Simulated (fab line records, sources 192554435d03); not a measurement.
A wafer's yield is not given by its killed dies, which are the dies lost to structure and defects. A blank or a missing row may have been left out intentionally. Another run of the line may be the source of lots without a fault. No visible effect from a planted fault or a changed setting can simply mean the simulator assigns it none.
fab line records	flow n5Finfet
record: lots: 10	wafers: 29	lastDay: 18
route steps=1938 shown BEOL_M4@1111 BEOL_M9@1448 BEOL_M10@1471 PASSIVATION@1936
lots that met no fault: from a run of the same line without faults
startH: start of the lot's first displayed wafer, in hours after the record's first day	waitH: hours from the lot's prior step to this one	" identical to the entry in the row above	L1.1+2: one row covering several wafers at once	- either no value or no given start	* or withheld: withheld	< > ~ a bound
route shown NAME@n: NAME is a module with steps in the file, n the number in the route of the first one	usual: mean and standard deviation over wafers with no fault	same: alike in all rows	chamber/n: place in a boat	sites: per-site readings	_std_site: standard deviation of those values	_edge_site: mean of outer sites minus mean of inner sites	radiusMm: how far each site lies from the wafer's centre	mask NAME#n: copy n	behind: the most recent tool/chamber to have shaped the wafer	hold: what put the lot on hold/how long, in hours/how the hold closed	device: names the non-switching transistor (n, p or np)	end of line: at the end of the route, the tests of the same wafers	where a step has no rows: the recipe by itself	killed: dies lost to structure and defects at the first sort, not the wafer's yield	map: the dies of a wafer, with x for killed, . for not killed, _ for no die there
set.NAME: the setting as run; set.NAME@STEP: as run at that earlier step	model.NAME: the simulator's own value behind a step, which no gauge read
one table for each step of the route and one row for each wafer, over a sample of lots
services: when a tool's chamber went out of use (startH, in hours from the record's first day, below 0 if earlier), for how many hours, and the reason
== steps ==
step: N5_BEOL_M4_RC_MEAS_101
usual: DIBL_N: 35.9/1.7	DIBL_P: 36.0/2.2	IOFF_N: 0.16/0.031	IOFF_P: 0.21/0.039	ION_N: 678/13	ION_P: 464/8.8	SS_N: 71.5/0.61	SS_P: 73.2/0.68	VT_N: 249/3.3	VT_P: -250/3.8
lot.wafer	tool	chamber	startH	waitH	DIBL_N[mV/V]	DIBL_P[mV/V]	IOFF_N[nA/um]	IOFF_P[nA/um]	ION_N[uA/um]	ION_P[uA/um]	SS_N[mV/dec]	SS_P[mV/dec]	VT_N[mV]	VT_P[mV]
L739.1	prober-01	0	169.32	0.0	35.5	35.9	0.16	0.24	683	470	71.8	73.5	248	-246
L739.5	"	0	"	"	33.6	32.9	0.12	0.20	668	464	71.4	73.0	254	-248
L743.1	prober-01	0	193.34	0.0	31.6	31.5	0.09	0.13	641	450	70.2	72.0	258	-260
L743.4	"	0	"	"	33.5	34.6	0.11	0.15	664	455	70.5	72.4	256	-257
L743.6	"	0	"	"	37.1	38.8	0.17	0.21	676	457	71.3	73.5	250	-254
L747.3	prober-01	0	217.54	0.3	38.3	38.9	0.19	0.23	684	459	71.8	74.7	250	-252
L747.4	"	0	"	"	39.5	39.3	0.22	0.24	681	459	72.5	74.4	247	-253
L747.5	"	0	"	"	38.3	38.3	0.18	0.22	672	453	71.8	73.9	249	-253
L748.2	prober-01	0	219.98	0.2	36.7	38.4	0.18	0.24	668	456	71.8	73.2	248	-246
L748.5	"	0	"	"	35.5	36.3	0.17	0.21	678	463	71.5	73.5	251	-247
L748.6	"	0	"	"	35.9	38.2	0.17	0.24	661	458	72.1	74.4	248	-247
L749.2	prober-01	0	226.65	0.2	34.1	34.7	0.13	0.17	665	454	71.1	72.4	252	-252
L749.3	"	0	"	"	36.3	36.6	0.16	0.19	679	457	71.4	72.9	248	-251
L749.6	"	0	"	"	34.5	34.4	0.13	0.16	664	451	71.0	72.5	251	-254
L750.2	prober-02	0	232.93	0.2	35.4	33.1	0.14	0.18	689	467	71.3	71.7	249	-250
L750.5	"	0	"	"	40.4	40.4	0.26	0.31	717	480	72.2	73.7	241	-245
L750.6	"	0	"	"	37.8	35.9	0.18	0.21	681	462	72.4	73.5	247	-248
L751.1	prober-02	0	235.40	0.0	36.7	37.8	0.17	0.21	673	458	71.7	73.6	248	-250
L751.3	"	0	"	"	39.1	40.6	0.20	0.27	675	466	71.5	74.3	245	-247
L751.5	"	0	"	"	36.3	37.5	0.16	0.22	666	463	71.2	73.8	247	-252
L753.1	prober-02	0	261.70	0.0	34.3	35.5	0.17	0.20	677	457	71.5	73.0	249	-249
L753.3	"	0	"	"	37.3	39.1	0.22	0.27	689	468	72.8	73.9	245	-247
L753.4	"	0	"	"	35.8	36.8	0.19	0.22	693	464	72.2	72.6	248	-250
L759.1	prober-02	0	285.06	0.0	34.2	33.5	0.12	0.15	660	455	70.2	72.6	254	-254
L759.5	"	0	"	"	32.8	31.1	0.10	0.13	657	450	71.3	72.6	257	-257
L759.6	"	0	"	"	36.7	37.7	0.16	0.21	677	460	71.0	73.4	249	-254
L761.2	prober-02	0	310.91	0.2	32.6	34.7	0.13	0.21	678	471	71.6	72.8	253	-248
L761.4	"	0	"	"	34.8	36.8	0.17	0.23	685	472	72.3	73.4	249	-250
L761.6	"	0	"	"	34.6	36.9	0.16	0.25	674	466	72.4	74.2	251	-248
step: N5_BEOL_M9_STRIP_80
recipe: chemistry: N2/H2	timeS: 10	powerW: 450	tempC: 40	pressureMtorr: 20	rfFrequencyHz: 6e+07	biasPowerW: 7	n2FlowSccm: 200	h2FlowSccm: 200
usual: drypumpMotorCurrentA: 5.9/0.58	oesProductAu: 0.81/0.086	rfVppV: 59.1/0.8	showerheadPlenumPTorr: 2.54/0.075	throttleValvePct: 23.7/0.32
lot.wafer	tool	chamber	startH	waitH	drypumpMotorCurrentA	oesProductAu	rfHoursCounterH	rfVppV	showerheadPlenumPTorr	throttleValvePct
L739.1	rieDiel-01	3	-	-	6.4	0.87	65	60.3	2.47	23.6
L739.5	"	3	"	"	6.4	0.86	-	57.5	2.48	23.5
L743.1	rieDiel-01	3	-	-	6.4	0.86	72	59.8	2.47	23.5
L743.4	"	1	"	"	5.2	0.69	225	59.6	2.50	24.0
L743.6	"	0	"	"	4.8	0.87	-	60.1	2.56	23.4
L747.3	rieDiel-04	1	-	-	6.6	0.78	126	58.2	2.54	23.7
L747.4	"	3	"	"	6.6	0.69	214	59.0	2.42	23.9
L747.5	"	3	"	"	6.6	0.70	-	58.9	2.42	23.9
L749.2	rieDiel-04	1	-	-	6.5	0.78	128	58.4	2.53	23.7
L749.3	"	0	"	"	5.8	0.92	17	60.0	2.60	23.9
L749.6	"	1	"	"	6.5	0.77	-	59.2	2.54	23.7
L748.2	rieDiel-04	1	-	-	6.5	0.78	128	58.8	2.53	23.7
L748.5	"	3	"	"	6.6	0.70	-	58.6	2.41	23.9
L748.6	"	2	"	"	5.7	0.85	-	61.0	2.60	24.2
L751.1	rieDiel-04	1	-	-	6.5	0.77	129	58.1	2.53	23.7
L751.3	"	3	"	"	6.6	0.69	218	59.2	2.41	23.9
L751.5	"	0	"	"	5.8	0.91	-	59.5	2.60	23.9
L750.2	rieDiel-04	0	-	-	5.8	0.91	21	58.8	2.60	23.9
L750.5	"	0	"	"	5.7	0.91	-	59.4	2.60	23.9
L750.6	"	1	"	"	6.5	0.78	-	58.7	2.53	23.7
L753.1	rieDiel-04	0	-	-	5.7	0.89	27	58.2	2.60	23.9
L753.3	"	1	"	"	6.5	0.76	139	58.1	2.53	23.7
L753.4	"	3	"	"	6.6	0.68	228	58.0	2.41	23.9
L759.1	rieDiel-01	3	-	-	6.4	0.83	100	58.1	2.46	23.6
L759.5	"	0	"	"	4.7	0.83	-	59.0	2.55	23.4
L759.6	"	2	"	"	6.1	0.87	-	57.8	2.49	23.3
L761.2	rieDiel-04	3	-	-	6.6	0.67	243	58.3	2.40	24.0
L761.4	"	0	"	"	5.7	0.87	44	59.7	2.59	24.0
L761.6	"	0	"	"	5.7	0.86	-	58.4	2.59	23.9
step: N5_BEOL_M9_SPUTTER_48
recipe: material: Cu	targetThkA: 120	tempC: -20	biasV: 60	powerW: 26000	chamberPressurePa: 0.13	timeS: 2
usual: substrateTempC: -20.00/0.11	throttleValvePct: 30.2/1
lot.wafer	tool	chamber	startH	waitH	substrateTempC	throttleValvePct
L739.1	pvdSputter-03	-	212.38	0.1	-20.07	30.4
L739.5	"	-	"	"	-20.01	30.1
L743.1	pvdSputter-01	-	232.34	0.1	-20.02	31.0
L743.4	"	-	"	"	-20.07	31.9
L743.6	"	-	"	"	-19.94	28.8
L747.3	pvdSputter-01	-	260.55	0.1	-20.05	31.6
L747.4	"	-	"	"	-19.98	28.6
L747.5	"	-	"	"	-19.84	31.5
L749.2	pvdSputter-02	-	270.92	0.1	-19.95	29.8
L749.3	"	-	"	"	-19.89	27.4
L749.6	"	-	"	"	-19.95	29.6
L748.2	pvdSputter-02	-	271.14	0.1	-19.95	27.7
L748.5	"	-	"	"	-19.93	31.2
L748.6	"	-	"	"	-19.89	31.0
L751.1	pvdSputter-01	-	280.40	1.7	-20.04	28.8
L751.3	"	-	"	"	-19.91	30.9
L751.5	"	-	"	"	-20.20	28.7
L750.2	pvdSputter-01	-	285.46	0.1	-19.73	29.6
L750.5	"	-	"	"	-19.89	28.7
L750.6	"	-	"	"	-20.02	31.0
L753.1	pvdSputter-03	-	310.67	0.1	-20.04	29.8
L753.3	"	-	"	"	-20.14	30.5
L753.4	"	-	"	"	-20.04	31.3
L759.1	pvdSputter-02	-	334.97	0.1	-20.09	29.8
L759.5	"	-	"	"	-19.95	29.6
L759.6	"	-	"	"	-19.77	31.1
L761.2	pvdSputter-03	-	366.14	0.1	-20.06	30.6
L761.4	"	-	"	"	-19.97	29.8
L761.6	"	-	"	"	-20.17	29.9
step: N5_BEOL_M9_ECD_50
recipe: material: Cu	targetThkA: 3180
lot.wafer	tool	chamber	startH	waitH
L739.1+5	ecdCu-01	1	212.50	0.1
L743.1+4+6	ecdCu-01	1,0,1	232.46	0.1
L747.3+4+5	ecdCu-02	1,0,0	260.69	0.1
L749.2+3+6	ecdCu-01	0,1,0	271.04	0.1
L748.2+5+6	ecdCu-02	1,0,1	271.26	0.1
L751.1+3+5	ecdCu-02	0,0,1	280.52	0.1
L750.2+5+6	ecdCu-01	1,1,0	285.58	0.1
L753.1+3+4	ecdCu-01	1,0,1	310.79	0.1
L759.1+5+6	ecdCu-02	1,0,1	335.08	0.1
L761.2+4+6	ecdCu-01	0	366.27	0.1
step: N5_BEOL_M9_CMP_52
recipe: stopOn: SiCOH_lowk	tOverpolishS: 7	downForcePsi: 1	platenRpm: 50	clearingPlatenDownForcePsi: 1.5	clearingPlatenRpm: 50	postCmpClean: cuAlkaline	targetThkNm: 140	clearingPlatenPadVelocityMS: 0.99484	padVelocityMS: 0.99484
usual: motorCurrentA: 6.0/0.65	platenRpm: 50.00/0.038	timeToEndpointS: 65.2/2.9
lot.wafer	tool	chamber	startH	waitH	motorCurrentA	platenRpm	timeToEndpointS
L739.1	cmp-02	0	213.27	0.4	5.3	49.96	66.4
L739.5	"	1	"	"	6.6	50.03	62.8
L743.4	cmp-03	2	232.96	0.1	6.0	49.96	65.8
L743.1	"	3	"	"	7.3	49.95	66.9
L743.6	"	3	"	"	7.3	50.05	63.7
L747.4	cmp-02	1	261.44	0.1	6.5	49.97	67.6
L747.3	"	0	"	"	5.3	49.96	70.3
L747.5	"	2	"	"	5.0	49.99	68.5
L749.2	cmp-01	1	271.44	0.2	6.1	49.98	62.1
L749.3	"	3	"	"	6.2	50.03	67.1
L749.6	"	1	"	"	6.0	50.03	61.8
L748.2	cmp-03	1	271.74	0.3	5.5	49.99	5.4
L748.6	"	3	"	"	7.6	50.03	0.1
L748.5	"	0	"	"	5.8	49.97	2.4
L751.3	cmp-02	3	280.93	0.2	6.6	49.99	3.1
L751.1	"	2	"	"	4.7	50.04	0.0
L751.5	"	0	"	"	5.4	49.97	0.0
L750.2	cmp-02	0	286.75	0.3	5.8	49.98	2.6
L750.5	"	2	"	"	4.8	50.07	1.6
L750.6	"	3	"	"	6.2	49.93	1.2
L753.4	cmp-03	1	311.38	0.2	5.6	49.98	66.7
L753.3	"	2	"	"	6.1	49.97	63.7
L753.1	"	3	"	"	7.4	50.01	63.7
L759.1	cmp-01	3	335.81	0.3	5.8	49.99	64.3
L759.5	"	3	"	"	6.0	50.03	64.1
L759.6	"	0	"	"	6.2	49.98	62.0
L761.2	cmp-02	0	366.95	0.3	5.8	50.01	63.8
L761.4	"	1	"	"	6.5	50.06	63.9
L761.6	"	3	"	"	6.6	49.99	65.0
step: N5_BEOL_M10_CURE_71
recipe: tempC: 385	timeS: 240	ambient: He/Ar	material: SiCOH_lowk
usual: lampPowerPct: 52.31/0.062	wafer_temp_C_max: 386.7/0.66
lot.wafer	tool	chamber	startH	waitH	lampPowerPct	wafer_temp_C_max
L739.1	uvCure-02	1	213.73	0.0	52.27	387.4
L739.5	"	1	"	"	52.35	387.4
L743.1	uvCure-01	0	233.56	0.1	52.21	387.3
L743.4	"	0	"	"	52.28	387.5
L743.6	"	0	"	"	52.38	387.0
L747.3	uvCure-01	0	262.20	0.2	52.29	388.3
L747.4	"	0	"	"	52.42	387.8
L747.5	"	0	"	"	52.32	387.5
L749.2	uvCure-01	1	272.10	0.1	52.31	386.9
L749.3	"	1	"	"	52.29	386.6
L749.6	"	1	"	"	52.32	386.3
L753.1	uvCure-01	0	312.20	0.3	52.27	388.4
L753.3	"	0	"	"	52.22	387.2
L753.4	"	0	"	"	52.31	387.6
L759.1	uvCure-03	2	336.39	0.0	52.34	387.0
L759.5	"	2	"	"	52.27	387.2
L759.6	"	2	"	"	52.32	386.6
L761.2	uvCure-02	1	367.61	0.2	52.36	387.1
L761.4	"	1	"	"	52.25	387.1
L761.6	"	1	"	"	52.39	387.5
step: N5_PASSIVATION_PROBE_49
usual: defectLimitedYield: 90.9/1.5	killed_at_M0_to_M3: 36/10	killed_at_M4_up: 13/5.5	killedAtContacts: 12/5.6	killedAtFrontEnd: 42/12	killedAtOther: 4/3.2	killedDies: 108/18	killedOnRim: 15/4.1	killedOpen: 71/13	killedShort: 34/7.8	sort_bin_5_function: 5.4/1	sort_bin_6_memory: 3.4/0.68	sortNPass: 1072/18	sortYieldPct: 90.9/1.5
same: grossDies: 1180	killedAtBackSide: 0	sort_bin_4_leakage[%]: 0	sort_bin_8_speed[%]: 0
lot.wafer	tool	chamber	startH	waitH	defectLimitedYield[%]	killed_at_M0_to_M3	killed_at_M4_up	killedAtContacts	killedAtFrontEnd	killedAtOther	killedDies	killedOnRim	killedOpen	killedShort	sort_bin_5_function[%]	sort_bin_6_memory[%]	sortNPass	sortYieldPct[%]
L739.1	prober-02	-	271.95	0.0	90.2	32	16	18	46	4	116	17	65	48	6.0	3.5	1064	90.2
L739.5	prober-02	-	272.15	0.2	90.6	39	15	16	33	8	111	14	72	37	5.0	4.0	1069	90.6
L751.1	prober-02	-	336.83	0.0	0	48	1085	5	36	6	1180	152	70	45	96.3	3.3	0	0
L751.3	prober-02	-	336.93	0.1	0	43	1084	3	46	4	1180	152	58	49	96.6	3.0	0	0
L751.5	prober-02	-	337.03	0.2	0	25	1099	14	40	2	1180	152	62	27	96.6	3.3	0	0
L748.2	prober-01	-	339.71	0.1	0	46	1086	21	24	3	1180	152	74	32	96.7	3.1	0	0
L748.5	prober-01	-	339.86	0.2	0	35	1059	30	54	2	1180	152	89	40	95.3	4.3	0	0
L748.6	prober-01	-	339.91	0.3	0	58	1076	15	30	1	1180	152	84	36	95.4	4.1	0	0
L750.2	prober-01	-	347.96	0.1	0	28	1102	12	30	8	1180	152	60	35	96.9	3.0	0	0
L750.5	prober-01	-	348.11	0.2	0	29	1095	20	30	6	1180	152	70	26	96.9	2.9	0	0
L750.6	prober-01	-	348.16	0.3	0	33	1094	16	37	0	1180	152	63	31	97.2	2.5	0	0
killed by level:class
L739.1 BEOL_M0_SAQP:geometricParticle:short=15 STI_FIN_REVEAL:geometricParticle:open=14 MOL_CONTACT_COAG:geometricParticle:open=12 BEOL_M4:geometricParticle:open=10 FIN_SAQP:geometricParticle:short=6 MOL_CONTACT_COAG:geometricParticle:short=5 STI_FIN_REVEAL:geometricParticle:short=4 BEOL_M1:geometricParticle:open=4
L739.5 MOL_CONTACT_COAG:geometricParticle:open=14 BEOL_M0_SAQP:geometricParticle:short=9 STI_FIN_REVEAL:geometricParticle:open=7 BEOL_M3:geometricParticle:short=7 BEOL_M0_SAQP:geometricParticle:open=6 BEOL_M4:geometricParticle:open=6 BEOL_M2:geometricParticle:open=5 GATE_CUT:geometricParticle:open=4
L751.1 BEOL_M9:areaEcd=1063 FIN_SAQP:geometricParticle:open=10 BEOL_M0_SAQP:geometricParticle:short=10 BEOL_M2:geometricParticle:open=10 FIN_SAQP:geometricParticle:short=7 BEOL_M0:geometricParticle:short=7 BEOL_M3:geometricParticle:open=7 BEOL_M4:geometricParticle:open=7
L751.3 BEOL_M9:areaEcd=1073 STI_FIN_REVEAL:geometricParticle:open=16 BEOL_M0_SAQP:geometricParticle:short=11 STARTING-WAFER:geometricParticle:short=9 FIN_SAQP:geometricParticle:short=8 BEOL_M2:geometricParticle:open=8 BEOL_M0_SAQP:geometricParticle:open=8 BEOL_M0:geometricParticle:short=4
L751.5 BEOL_M9:areaEcd=1090 MOL_CONTACT_COAG:geometricParticle:open=13 BEOL_M2:geometricParticle:open=8 STI_FIN_REVEAL:geometricParticle:open=8 GATE_CUT:geometricParticle:short=8 FIN_SAQP:geometricParticle:open=7 BEOL_M0_SAQP:geometricParticle:short=7 DUMMY_GATE:geometricParticle:open=6
L748.2 BEOL_M9:areaEcd=1072 MOL_CONTACT_COAG:geometricParticle:open=17 BEOL_M3:geometricParticle:open=12 BEOL_M2:geometricParticle:open=10 BEOL_M1:geometricParticle:open=7 STI_FIN_REVEAL:geometricParticle:open=6 BEOL_M3:geometricParticle:short=5 STARTING-WAFER:geometricParticle:short=4
L748.5 BEOL_M9:areaEcd=1049 MOL_CONTACT_COAG:geometricParticle:open=26 STI_FIN_REVEAL:geometricParticle:open=17 FIN_SAQP:geometricParticle:short=11 BEOL_M2:geometricParticle:open=8 BEOL_M3:geometricParticle:open=8 FIN_SAQP:geometricParticle:open=7 STI_FIN_REVEAL:geometricParticle:short=4
L748.6 BEOL_M9:areaEcd=1059 BEOL_M3:geometricParticle:open=16 MOL_CONTACT_COAG:geometricParticle:open=14 BEOL_M1:geometricParticle:open=12 BEOL_M0_SAQP:geometricParticle:short=9 BEOL_M0_SAQP:geometricParticle:open=8 BEOL_M2:geometricParticle:open=7 BEOL_M4:geometricParticle:open=7
L750.2 BEOL_M9:areaEcd=1085 BEOL_M4:geometricParticle:open=13 BEOL_M0_SAQP:geometricParticle:short=11 MOL_CONTACT_COAG:geometricParticle:open=10 STI_FIN_REVEAL:geometricParticle:open=8 DUMMY_GATE:geometricParticle:open=7 BEOL_M0_SAQP:geometricParticle:open=6 FIN_SAQP:geometricParticle:short=5
L750.5 BEOL_M9:areaEcd=1081 MOL_CONTACT_COAG:geometricParticle:open=13 STI_FIN_REVEAL:geometricParticle:open=10 BEOL_M1:geometricParticle:open=10 DUMMY_GATE:geometricParticle:open=7 MOL_CONTACT_COAG:geometricParticle:short=7 BEOL_M3:geometricParticle:open=5 BEOL_M0_SAQP:geometricParticle:open=4
L750.6 BEOL_M9:areaEcd=1086 MOL_CONTACT_COAG:geometricParticle:open=15 BEOL_M0_SAQP:geometricParticle:short=9 STI_FIN_REVEAL:geometricParticle:open=8 BEOL_M0_SAQP:geometricParticle:open=8 DUMMY_GATE:geometricParticle:short=6 BEOL_M1:geometricParticle:open=6 DUMMY_GATE:geometricParticle:open=5
== services ==
tool	chamber	startH	hours	kind
uvCure-01	-	186.94	2.8	pm
uvCure-02	-	198.27	0.5	repair
cmp-01	-	204.30	4.0	pm
rieDiel-04	1	221.30	13.8	repair
uvCure-01	-	222.49	1.4	repair
cmp-01	-	223.18	1.3	repair
cmp-02	-	235.02	4.0	pm
rieDiel-01	1	240.27	4.0	repair
cmp-01	-	269.35	1.0	repair
rieDiel-04	2	273.35	7.5	repair
pvdSputter-02	-	279.52	3.8	repair
cmp-02	-	288.05	1.8	repair
ecdCu-01	-	296.85	0.8	repair
cmp-02	-	304.67	2.7	repair
ecdCu-01	-	313.56	1.8	repair
pvdSputter-01	-	320.04	19.6	repair
rieDiel-04	1	328.93	6.7	repair
cmp-02	-	338.04	3.0	repair
cmp-01	-	340.63	5.8	pm
cmp-03	-	348.96	28.8	repair
pvdSputter-01	-	354.53	5.4	repair
rieDiel-01	3	357.36	12.1	repair
cmp-02	-	357.57	2.0	repair
rieDiel-01	2	358.45	3.4	repair
== key ==
firstSign: step: N5_BEOL_M9_CMP_52	reading: timeToEndpointS	direction: down	sigmas: 22	usual: *	struck: *
effect: step: N5_PASSIVATION_PROBE_49	reading: killed_at_M4_up	direction: up	sigmas: 99+	usual: 13	struck: 1087
moreKillsBornAt: N5_BEOL_M9_ECD_50@ecdCu-02: 6406	N5_BEOL_M9_ECD_50@ecdCu-01: 3252
metAt N5_BEOL_M9_ECD_50
struckLots L748,L750,L751
laterRowsLeftOut L748.2,L748.5,L748.6,L750.2,L750.5,L750.6,L751.1,L751.3,L751.5
notActingAt N5_BEOL_M9_STRIP_80,N5_BEOL_M9_SPUTTER_48,N5_BEOL_M10_CURE_71
onsetBetween 271.04 271.26
fault: kind: skippedStepWhole	tool: ecdCu-01,ecdCu-02	chamber: -	onsetH: 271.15	steps: N5_BEOL_M9_ECD_50	scope: struckLotsOnly
laterRowsLeftOut: the simulator's readings of these wafers behind a module that went badly wrong aren't trusted and aren't shown, but for the sort
